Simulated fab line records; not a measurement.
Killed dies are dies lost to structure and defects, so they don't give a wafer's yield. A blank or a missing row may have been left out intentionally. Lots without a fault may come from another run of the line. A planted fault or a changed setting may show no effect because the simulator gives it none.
Chamber matching	flow n5Finfet	rieDiel-04 running N5_BEOL_M1_DESCUM_33: 4 sister chambers
The step chemistry O2, time 7 s. 14 wafers are shown with their chamber, then 7 later ones without.

== WAFERS PAIRED WITH THEIR CHAMBERS ==
wafer	chamber	throttleValvePct (%)	drypumpMotorCurrentA (A)	showerheadPlenumPTorr (Torr)
L074.2	2	20.68	6.4	2.14
L074.5	3	20.71	5.3	2.18
L074.6	0	19.99	6.1	2.13
L080.1	2	20.68	6.4	2.14
L080.2	0	20.02	6.1	2.13
L080.3	3	20.74	5.3	2.17
L080.4	1	20.33	6.3	2.17
L080.5	3	20.72	5.3	2.17
L080.6	0	20.00	6.1	2.13
L081.2	3	20.73	5.4	2.17
L081.5	1	20.33	6.3	2.17
L081.6	2	20.68	6.4	2.14
L082.1	1	20.32	6.3	2.17
L082.5	1	20.32	6.3	2.17

SIGNATURES, as means of the wafers listed above
reading	chamber 0	chamber 1	chamber 2	chamber 3	scatter within a chamber
throttleValvePct	20.0033	20.3250	20.6800	20.7250	0.0103
drypumpMotorCurrentA	6.100	6.300	6.400	5.325	0.0274
showerheadPlenumPTorr	2.1300	2.1700	2.1400	2.1725	0.00274
Rule: a wafer lies at a distance from a chamber equal to the root of the sum of squares, over the readings, of (its reading less the chamber's mean, divided by the reading's scatter). If the next closest chamber is less than 2 further off than the closest, the wafer can't be placed; otherwise it belongs to the closest. How the scatter is found: for the shown wafers, subtract from each reading the mean of its chamber, square and add these, divide the total by (wafers less chambers), then take the root.

== WAFERS MISSING THEIR CHAMBER ==
wafer	throttleValvePct (%)	drypumpMotorCurrentA (A)	showerheadPlenumPTorr (Torr)
L082.6	20.01	6.1	2.13
L088.1	20.33	6.3	2.17
L088.2	20.72	6.5	2.14
L088.3	20.03	6.1	2.12
L088.4	20.74	5.3	2.17
L088.5	20.04	6.1	2.12
L088.6	20.76	5.3	2.17

== WHICH CHAMBER EACH ONE RAN IN ==
wafer	from the rows above	in truth
L082.6	0	0
L088.1	1	1
L088.2	2	2
L088.3	0	0
L088.4	3	3
L088.5	0	0
L088.6	3	3
Correctly placed: 7 of 7. From these rows, 0 cannot be placed. Placed wrongly: 0.
